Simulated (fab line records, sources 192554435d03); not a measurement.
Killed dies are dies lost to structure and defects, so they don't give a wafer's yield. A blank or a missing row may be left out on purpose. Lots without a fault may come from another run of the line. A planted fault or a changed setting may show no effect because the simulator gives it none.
fab line records | flow n5_finfet
record lots=4 wafers=12 last_day=16
route steps=1938 shown GATE_CUT@481 MOL_CONTACT_COAG@517 BEOL_M4@1111 PASSIVATION@1936
lots that met no fault: from a run of the same line without faults
start_h: hours from the record's first day to the start of the lot's first wafer shown | wait_h: hours since the lot's step before | " the same as in the row above | L1.1+2: a row that stands for several wafers | - no value, or no start given | * or withheld: withheld | < > ~ a bound
route shown NAME@n: a module of which the file shows steps, and the number in the route of the first | usual: mean/standard deviation of fault-free wafers | same: alike in all rows | chamber/n: place in a boat | sites: the reading at each site | _std_site: their standard deviation | _edge_site: outer sites' mean less inner sites' | radius_mm: how far each site lies from the wafer's centre | mask NAME#n: copy n | behind: the tool/chamber that last shaped the wafer | hold: why the lot was held/for how many hours/how that ended | device: the transistor (n, p or np) that didn't switch | end of line: the same wafers' tests at the end of the route | a step without rows: its recipe alone | killed: dies lost to structure and defects at the first sort, not the wafer's yield | map: a wafer's dies, x killed, . not, _ none there
set.NAME: the setting as run; set.NAME@STEP: as run at that earlier step | model.NAME: the simulator's own value behind a step, which no gauge read
lots at some steps of the route; a table a step, a row a wafer
services: from which hour (start_h, from the record's first day; less than 0 if before it) a tool's chamber was out of use, for how many hours, and why
## steps
# step N5_GATE_CUT_COAT_07
# recipe resist=CAR-EUV spin_rpm=1500 resist_thk_nm=30
# step N5_GATE_CUT_EBR_09
# recipe solvent=PGMEA ebr_width_mm=1.5
# step N5_GATE_CUT_SOFTBAKE_08
# recipe temp_c=110 time_s=60 resist=CAR-EUV
# step N5_GATE_CUT_EXPOSE_10
# recipe mask_id=GATE_CUT na=0.33 source_shape=annular sigma_inner=0.35 sigma_outer=0.8 polarization=unpolarized target_cd_nm=20 dose_mj=43.25
# step N5_GATE_CUT_PEB_11
# recipe peb_temp_c=100 peb_time_s=60 resist=CAR-EUV
# step N5_GATE_CUT_DEVELOP_12
# recipe develop_time_s=30 developer=TMAH resist=CAR-EUV rinse_liquid=surfactant_rinse dry=air_spin dev_temp_c=23
# step N5_GATE_CUT_DESCUM_18
# recipe chemistry=O2 time_s=7 source_power_w=50 bias_power_w=20 pressure_mtorr=20 rf_frequency_hz=2.712e+07 temp_c=40 resist=CAR-EUV o2_flow_sccm=225
# step N5_GATE_CUT_ETCH_28
# recipe chemistry=N2/H2 target=underlayer target_depth_a=130 mask_material=CAR-EUV time_s=10.4 ion_energy_ev=200 pressure_mtorr=30 source_w=840 bias_w=150 n2_flow_sccm=200 h2_flow_sccm=200 ends=cleared
# step N5_GATE_CUT_ETCH_36
# recipe chemistry=CF4 target=SiARC target_depth_a=130 mask_material=CAR-EUV time_s=21.7 ion_energy_ev=80 pressure_mtorr=40 source_w=545 bias_w=36 Ar_flow_sccm=100 cf4_flow_sccm=100 ends=cleared
# step N5_GATE_CUT_ETCH_37
# recipe chemistry=N2/H2 target=SOC target_depth_a=600 overetch_a=120 mask_material=SiARC temp_c=40 time_s=90 ion_energy_ev=200 pressure_mtorr=30 source_w=840 bias_w=150 n2_flow_sccm=200 h2_flow_sccm=200
# usual bias_w=150.1/0.46 drypump_motor_current_A=5.6/0.41 oes_product_au=0.68/0.058 rf_vpp_V=523.7/2.4 showerhead_plenum_p_Torr=2.54/0.086 throttle_valve_pct=17.91/0.25
# columns lot.wafer tool chamber start_h wait_h bias_w drypump_motor_current_A oes_product_au rf_hours_counter_h rf_vpp_V showerhead_plenum_p_Torr throttle_valve_pct model.SiARC_of_GATE_CUT_COAT_35.thk_nm model.etch.depth_nm
L539.2 rie_diel-04 2 118.21 0.0 150.2 5.7 0.66 158 525.1 2.65 17.47 6.2 60.36
L539.4 " 2 " " 149.8 5.7 0.66 - 526.3 2.65 17.46 6.2 60.41
L539.5 " 1 " " 149.7 6.1 0.61 - 523.6 2.50 17.98 5.8 60.28
L548.1 rie_diel-04 3 164.97 0.0 100.7 6.0 0.64 212 406.6 2.51 18.19 7.8 59.79
L548.2 " 0 " " 100.7 4.7 0.62 196 403.2 2.42 18.18 7.8 59.68
L548.6 " 2 " " 100.9 5.7 0.63 - 409.1 2.64 17.51 7.8 58.27
L551.1 rie_diel-04 3 186.08 0.0 99.9 6.0 0.63 220 406.4 2.51 18.21 7.8 59.27
L551.3 " 0 " " 101.9 4.7 0.62 204 404.5 2.42 18.18 7.8 59.9
L551.4 " 1 " " 101.4 6.1 0.88 2 405.2 2.50 17.54 7.6 59.96
L556.1 rie_diel-01 2 210.06 0.0 149.5 6.2 0.66 175 523.7 2.54 18.05 6.2 60.24
L556.4 " 2 " " 150.1 6.2 0.65 - 523.4 2.54 18.04 6.2 59.82
L556.6 " 3 " " 150.1 5.8 0.64 - 520.9 2.43 17.83 6.2 60.08
# step N5_GATE_CUT_STRIP_38
# recipe chemistry=N2/H2 temp_c=40 n2_flow_sccm=200 h2_flow_sccm=200 rf_frequency_hz=6e+07
# step N5_GATE_CUT_STRIP_39
# recipe chemistry=N2/H2 temp_c=40 n2_flow_sccm=200 h2_flow_sccm=200 rf_frequency_hz=6e+07
# step N5_GATE_CUT_HM_OPEN_40
# recipe chemistry=C4F6/O2 target=SiO2 mask_material=SiARC target_depth_a=1390 time_s=85.1 ion_energy_ev=250 pressure_mtorr=30 source_w=345 bias_w=185 Ar_flow_sccm=300 C4F6_flow_sccm=10 O2_flow_sccm=10 ends=cleared
# step N5_GATE_CUT_STRIP_41
# recipe chemistry=CF4 resist=SiARC power_w=300 bias_power_w=75 pressure_mtorr=50 cf4_flow_sccm=150 rf_frequency_hz=6e+07
# step N5_GATE_CUT_STRIP_42
# recipe chemistry=O2 power_w=400 temp_c=40 pressure_mtorr=30 rf_frequency_hz=6e+07 bias_power_w=0 overash_fraction=0.3 o2_flow_sccm=225
# step N5_GATE_CUT_ETCH_19
# recipe chemistry=CH3F/O2 target=SiNx mask_material=SiO2 target_depth_a=537 time_s=76.7 pressure_mtorr=30 source_w=395 bias_w=73 Ar_flow_sccm=150 CH3F_flow_sccm=30 O2_flow_sccm=20 ion_energy_ev=120 ends=cleared
# step N5_GATE_CUT_CUT_ETCH_53
# recipe chemistry=SF6/Cl2 target=W mask_material=SiO2 target_depth_a=792 pressure_mtorr=8 icp_w=900 bias_w=80 SF6_flow_sccm=40 Cl2_flow_sccm=60 ends=cleared
# step N5_GATE_CUT_CUT_ETCH_54
# recipe chemistry=Cl2/BCl3 target=TiN mask_material=SiO2 target_depth_a=967 pressure_mtorr=10 icp_w=1000 bias_w=126 Cl2_flow_sccm=53.25 bcl3_flow_sccm=21.75 Ar_flow_sccm=25 ends=cleared
# step N5_GATE_CUT_CUT_ETCH_55
# recipe chemistry=BCl3 target=HfO2 mask_material=SiO2 target_depth_a=32 ion_energy_ev=30 pressure_mtorr=5 icp_w=450 bias_w=18 bcl3_flow_sccm=80
# usual bias_w=18.00/0.057 drypump_motor_current_A=5.9/0.42 oes_product_au=0.82/0.036 throttle_valve_pct=33.16/0.29
# columns lot.wafer tool chamber start_h wait_h bias_w drypump_motor_current_A oes_product_au rf_hours_counter_h throttle_valve_pct
L539.2 rie_metal-02 1 118.65 0.0 17.98 5.2 0.85 21 33.01
L539.4 " 1 " " 18.00 5.2 0.85 - 32.99
L539.5 " 1 " " 17.99 5.2 0.85 - 32.99
L548.1 rie_metal-01 1 165.40 0.0 18.04 5.8 0.73 31 33.38
L548.2 " 0 " " 17.97 5.8 0.76 39 33.43
L548.6 " 1 " " 18.03 5.8 0.59 - 33.39
L551.1 rie_metal-01 1 186.51 0.0 18.08 5.8 0.62 33 33.37
L551.3 " 1 " " 18.07 5.8 0.71 - 33.38
L551.4 " 0 " " 18.11 5.8 0.78 - 33.42
L556.1 rie_metal-03 0 210.50 0.0 18.01 6.5 0.85 24 32.66
L556.4 " 0 " " 17.99 6.5 0.84 - 32.67
L556.6 " 0 " " 18.04 6.5 0.84 - 32.67
# step N5_GATE_CUT_ETCH_47
# recipe chemistry=Cl2/BCl3 target=SiO2 target_depth_a=100 pressure_mtorr=10 icp_w=1000 bias_w=126 Cl2_flow_sccm=53.25 bcl3_flow_sccm=21.75 Ar_flow_sccm=25
# step N5_GATE_CUT_VAPOR_ETCH_48
# recipe chemistry=BCl3/Cl2 target=TiN mode=isotropic
# step N5_GATE_CUT_VAPOR_ETCH_49
# recipe chemistry=BCl3/Cl2 target=TiAlC mode=isotropic
# step N5_GATE_CUT_VAPOR_ETCH_51
# recipe chemistry=BCl3/Cl2 target=HfO2 mode=isotropic
# step N5_GATE_CUT_STRIP_21
# recipe chemistry=N2/H2 time_s=30 power_w=1000 temp_c=250 pressure_mtorr=withheld n2_flow_sccm=1750 h2_flow_sccm=3250
# step N5_GATE_CUT_STRIP_29
# recipe chemistry=post_etch_residue_remover time_s=60 temp_c=25 remover_ph=withheld remover_water_wt_pct=withheld remover_fluoride_wt_pct=withheld
# step N5_GATE_CUT_SRD_52
# recipe dry=ipa_marangoni time_s=30 temp_c=23 rinse_liquid=diw
# step N5_GATE_CUT_ALD_22
# recipe material=SiNx target_thk_a=160 temp_c=400 ald_precursor_family=SiH2I2 ald_co_reactant=N2/H2-plasma pulse_time_s=1 ald_cycles=320 purge_time_s=2 co_reactant_purge_time_s=2 pressure_torr=2
# step N5_GATE_CUT_CMP_23
# recipe stop_on=SiO2 t_overpolish_s=23.4 post_cmp_clean=alkaline_brush down_force_psi=2.5 platen_rpm=51.8 pad_velocity_m_s=1.0307 target_thk_nm=16
# step N5_GATE_CUT_CMP_43
# recipe material=SiO2 post_cmp_clean=rinse_only
# step N5_GATE_CUT_CMP_61
# recipe stop_on=SiNx t_overpolish_s=3 post_cmp_clean=alkaline_brush down_force_psi=4 platen_rpm=27.09 pad_velocity_m_s=0.539
# step N5_MOL_CONTACT_COAG_COAT_103
# recipe resist=SOC temp_c=250 time_s=60 spin_rpm=1500 resist_thk_nm=80
# step N5_MOL_CONTACT_COAG_COAT_104
# recipe resist=SiARC temp_c=220 time_s=60 spin_rpm=1500 resist_thk_nm=12
# step N5_MOL_CONTACT_COAG_COAT_58
# recipe resist=underlayer temp_c=205 time_s=60 spin_rpm=1500 resist_thk_nm=10
# step N5_MOL_CONTACT_COAG_COAT_02
# recipe resist=CAR-EUV spin_rpm=1500 resist_thk_nm=30
# step N5_MOL_CONTACT_COAG_EBR_04
# recipe solvent=PGMEA ebr_width_mm=1.5
# step N5_MOL_CONTACT_COAG_SOFTBAKE_03
# recipe temp_c=110 time_s=60 resist=CAR-EUV
# step N5_BEOL_M4_RC_MEAS_101
# usual DIBL_N=35.9/1.6 DIBL_P=35.6/2.1 IOFF_N=0.149/0.029 IOFF_P=0.20/0.033 ION_N=671/11 ION_P=460/7.3 SS_N=71.4/0.62 SS_P=73.2/0.65 VT_N=251/3.1 VT_P=-251/3.4
# columns lot.wafer tool chamber start_h wait_h DIBL_N[mV/V] DIBL_P[mV/V] IOFF_N[nA/um] IOFF_P[nA/um] ION_N[uA/um] ION_P[uA/um] SS_N[mV/dec] SS_P[mV/dec] VT_N[mV] VT_P[mV]
L539.2 prober-02 0 193.12 0.2 36.4 37.4 0.163 0.22 670 460 71.7 73.4 249 -250
L539.4 " 0 " " 34.3 35.2 0.145 0.20 671 462 70.9 73.4 251 -251
L539.5 " 0 " " 33.6 33.6 0.123 0.17 662 452 72.0 72.4 256 -255
L548.1 prober-01 0 246.60 0.0 34.1 31.6 0.125 0.17 665 459 71.2 72.4 250 -253
L548.2 " 0 " " 35.4 34.4 0.139 0.21 665 465 71.1 73.7 250 -249
L548.6 " 0 " " 33.1 31.5 0.106 0.16 668 457 70.7 72.6 253 -251
L551.1 prober-02 0 257.60 0.0 37.4 35.4 0.141 0.19 680 462 71.4 73.3 253 -252
L551.3 " 0 " " 37.6 36.2 0.156 0.20 676 455 71.9 73.9 249 -250
L551.4 " 0 " " 36.7 35.3 0.145 0.19 672 460 70.9 73.0 251 -251
L556.1 prober-02 0 288.83 0.0 36.2 35.5 0.185 0.22 677 463 71.8 74.1 248 -250
L556.4 " 0 " " 38.2 38.7 0.225 0.28 694 476 71.9 74.4 244 -247
L556.6 " 0 " " 38.2 38.4 0.237 0.28 687 464 72.3 75.4 243 -249
# step N5_PASSIVATION_PROBE_49
# usual defect_limited_yield=90.9/1.5 killed_at_M0_to_M3=36/9.9 killed_at_M4_up=13/4.5 killed_at_contacts=13/6.4 killed_at_front_end=42/12 killed_at_other=3.4/3 killed_dies=107/18 killed_on_rim=14/4.3 killed_open=69/13 killed_short=35/8.2 sort_bin_5_function=5.3/1.1 sort_bin_6_memory=3.4/0.69 sort_n_pass=1073/18 sort_yield_pct=90.9/1.5
# same gross_dies=1180 killed_at_back_side=0 sort_bin_4_leakage[%]=0 sort_bin_8_speed[%]=0
# columns lot.wafer tool chamber start_h wait_h defect_limited_yield[%] killed_at_M0_to_M3 killed_at_M4_up killed_at_contacts killed_at_front_end killed_at_other killed_dies killed_on_rim killed_open killed_short sort_bin_5_function[%] sort_bin_6_memory[%] sort_n_pass sort_yield_pct[%]
L548.1 prober-02 - 343.95 0.0 80.3 27 6 5 192 3 233 2 45 24 17.5 2.2 947 80.3
L548.2 prober-02 - 344.00 0.1 91.7 19 11 7 58 3 98 9 48 16 5.3 2.8 1082 91.7
L548.6 prober-02 - 344.20 0.3 73.6 37 8 5 259 3 312 75 57 27 22.5 3.2 868 73.6
L551.1 prober-01 - 354.01 0.0 62.9 41 13 23 359 2 438 28 102 34 33.1 3.9 742 62.9
L551.3 prober-01 - 354.11 0.1 79.5 34 5 26 171 6 242 17 79 39 16.9 3.3 938 79.5
L551.4 prober-01 - 354.16 0.2 84.2 24 10 30 118 4 186 24 87 29 11.4 3.6 994 84.2
# killed by level:class
L548.1 GATE_CUT:area_etch=162 BEOL_M3:geometric_particle:open=13 STI_FIN_REVEAL:geometric_particle:open=8 GATE_CUT:geometric_particle:short=6 FIN_SAQP:geometric_particle:open=5 BEOL_M0_SAQP:geometric_particle:short=4 STARTING-WAFER:geometric_particle:short=4 MOL_CONTACT_COAG:geometric_particle:open=3
L548.2 GATE_CUT:area_etch=32 FIN_SAQP:geometric_particle:open=6 BEOL_M0_SAQP:geometric_particle:open=6 STI_FIN_REVEAL:geometric_particle:open=5 MOL_CONTACT_COAG:geometric_particle:open=5 BEOL_M0:geometric_particle:open=4 BEOL_M4:geometric_particle:open=4 GATE_CUT:geometric_particle:open=3
L548.6 GATE_CUT:area_etch=225 BEOL_M0_SAQP:geometric_particle:open=8 BEOL_M2:geometric_particle:open=7 STI_FIN_REVEAL:geometric_particle:open=6 GATE_CUT:geometric_particle:short=6 BEOL_M1:geometric_particle:open=6 BEOL_M0_SAQP:geometric_particle:short=6 BEOL_M3:geometric_particle:open=5
L551.1 GATE_CUT:area_etch=301 FIN_SAQP:geometric_particle:open=29 MOL_CONTACT_COAG:geometric_particle:open=18 BEOL_M3:geometric_particle:open=10 BEOL_M0_SAQP:geometric_particle:short=9 BEOL_M1:geometric_particle:open=6 MOL_CONTACT_COAG:geometric_particle:short=5 BEOL_M0_SAQP:geometric_particle:open=5
L551.3 GATE_CUT:area_etch=124 MOL_CONTACT_COAG:geometric_particle:open=22 FIN_SAQP:geometric_particle:open=15 FIN_SAQP:geometric_particle:short=14 STI_FIN_REVEAL:geometric_particle:open=10 BEOL_M2:geometric_particle:open=9 BEOL_M0_SAQP:geometric_particle:short=9 BEOL_M1:geometric_particle:open=6
L551.4 GATE_CUT:area_etch=65 MOL_CONTACT_COAG:geometric_particle:open=26 FIN_SAQP:geometric_particle:short=10 BEOL_M3:geometric_particle:open=10 FIN_SAQP:geometric_particle:open=9 STI_FIN_REVEAL:geometric_particle:open=9 BEOL_M4:geometric_particle:open=5 STARTING-WAFER:geometric_particle:open=5
# map L548.6 (x killed, . not)
_________________......xx....________________
______________x...........xx..x._____________
___________xx.x..x..........x....x.__________
__________xxxx.......x.....x...x.x.x_________
________.xxx........x.......x.....x..x_______
_______.xxxxxxx.......................x______
______xxxxxxx...........x..............._____
_____xxxxxx.xx.............x.x..........x____
____.xxxxx..x......x.....x...x......x.....___
___x.xxxxx.x............x.......xx...xx..xx__
___xxxxxx.x..x.............x........x.....x__
__..xxx..x.x.xx............x.x.............._
__..x.x....x....x...................x...x.x._
_x........x................x..xx..x.x.......x
_xx..x.x.....x.......x.................x...xx
_x.x....................x............x......x
_x..x..xx....x...x.........xx................
_xx..xx.x....................x...........x.xx
_.x.x...xx..x..........x..............x......
_.x.xx.....x.................x....x........x.
_.x...x....x.......xx..x.x.x..............xxx
__...xx.x.............x.................x.x._
__x..x..xxxxx..x....x..............xx...xx.x_
___.xx.xxxx..x....................x...xxxxx__
___...x.x...x...x.......x....x..x.x.......x__
____xx...xx...x..x......x....x..........xx___
_____.xx..xx.x............x........xxx.xx____
______....x.x...x...x.......xxx.x..xxx.x_____
_______xxx.x..x...x.....xxx..x........x______
________.x......x..xx..xx....xxx..xxx._______
__________x...x...x..xx..xx.xxx.x..x_________
___________x..xxx..x.xxxx.xx.xxx.x.__________
______________xxx.x.x.x..xx.xxxx_____________
_________________x....xx.x.x.________________
# map L551.1 (x killed, . not)
_________________.x...xxxx.x.________________
______________...x....x.xxx.xx.._____________
___________x.x..x....xxxx...x.x....__________
__________.x.....x.xxxxxxx.x.xxxx..._________
________............xxxxxxxx.xxx...x.._______
_______...xxx.xx....xxx..xxxxxxxx.x.x..______
______....x..xxx.xx.x.x.xxxx.xxxxx.....x_____
_____......x..xx..xxxxxxxx..x.x..x..xx...____
____....x..xx.xxx.x.xxxxxxxxxxxx.xx.x.....___
___.x....xxx.x.xx.x.xxxx.x...xx.xxxx.......__
___........xxxxx.x..xxx..xx.x.x.x..x.....x.__
__...x..xx.xxxxxxxxx.xxx....x...x.xx........_
__......x.xx.xxx..xxx..xx.xx......x.xx.....x_
_......xxxx.xxxxx.xxx....x...x.xx.x..x...xx..
_.x..x.xxxx.x...x...xxxx..x.x.xx.x..x...x.x..
_.....x.x.xx.x...xx.xxxx...xx....xx.....x.x..
_......xx..xxx...xx......x..x.....x..x..xx.x.
_..xx..x.xxxx...x..xx.xxxx..x...x..xx...x.x..
_..x.xx.xx......x..xxxxxxxx.x.x.....x.x....xx
_.x.......x.x...x...xxx.x.x.x.xx........x....
_.x....x...xxx.xx.x...xx.x.xx....x......x....
__....x..x...x.x...x.xxx..xxx.x....x..x....._
__..x...x...x..xxx...........xx.........x..._
___...x....xx....x..xx...xx...x...x........__
___......xx........x..x.....xxx.....x.x...x__
____......x.....x.......x.x...x.x.........___
_____......x...xx.x..xxx.x.x.x.x.....x.xx____
______.............x...xx.x.x..x...x...x_____
_______x..........xxxxxxx..............______
________.........x..x.xxx..x...x.....x_______
__________....x....xxxx.x..xx....x.._________
___________....x....x...x.....xx..x__________
______________......x...x......._____________
_________________.....x...x..________________
## services
# columns tool chamber start_h hours kind
rie_metal-03 1 95.95 - clean
rie_metal-03 1 95.95 31.9 scheduled_down
rie_metal-03 1 95.95 31.9 vent_cycle
rie_diel-04 1 100.49 1.5 repair
rie_diel-01 - 103.88 18.9 repair
rie_diel-04 3 109.90 12.2 repair
rie_diel-04 3 126.58 27.6 repair
rie_diel-01 - 126.93 0.3 repair
rie_diel-04 - 138.91 0.5 repair
rie_metal-02 - 141.53 14.6 pm
rie_diel-04 1 154.34 - clean
rie_diel-04 1 154.34 - consumable_replace:focus_ring
rie_diel-04 1 154.34 25.1 scheduled_down
rie_diel-04 1 154.34 25.1 vent_cycle
rie_metal-03 1 181.20 12.1 repair
rie_diel-01 0 188.11 - clean
rie_diel-01 0 188.11 - consumable_replace:focus_ring
rie_diel-01 0 188.11 20.4 scheduled_down
rie_diel-01 0 188.11 20.4 vent_cycle
rie_diel-01 1 203.57 15.6 repair
## key
first_sign step=N5_GATE_CUT_ETCH_37 reading=bias_w direction=down sigmas=99+ usual=* struck=*
effect step=N5_GATE_CUT_ETCH_37 reading=rf_vpp_V direction=down sigmas=49 usual=523.7 struck=405.8
effect step=N5_GATE_CUT_CUT_ETCH_55 reading=oes_product_au direction=down sigmas=3.4 usual=0.82 struck=0.70 wafers_moved=4
effect step=N5_PASSIVATION_PROBE_49 reading=killed_at_front_end direction=up sigmas=13 usual=42 struck=193
model_effect step=N5_GATE_CUT_ETCH_37 value=SiARC_of_GATE_CUT_COAT_35.thk_nm without=5.967 struck=7.767
more_kills_born_at N5_GATE_CUT_ETCH_37@rie_diel-04=909
met_at N5_GATE_CUT_ETCH_37
struck_wafers L548.1,L548.2,L548.6,L551.1,L551.3,L551.4
onset_between 118.21 164.97
fault kind=process_parameter_drift tool=rie_diel-04 chamber=- onset_h=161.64 steps=N5_GATE_CUT_ETCH_37 channel=bias_w offset=* shape=step end_h=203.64 acts_in=* stated=*
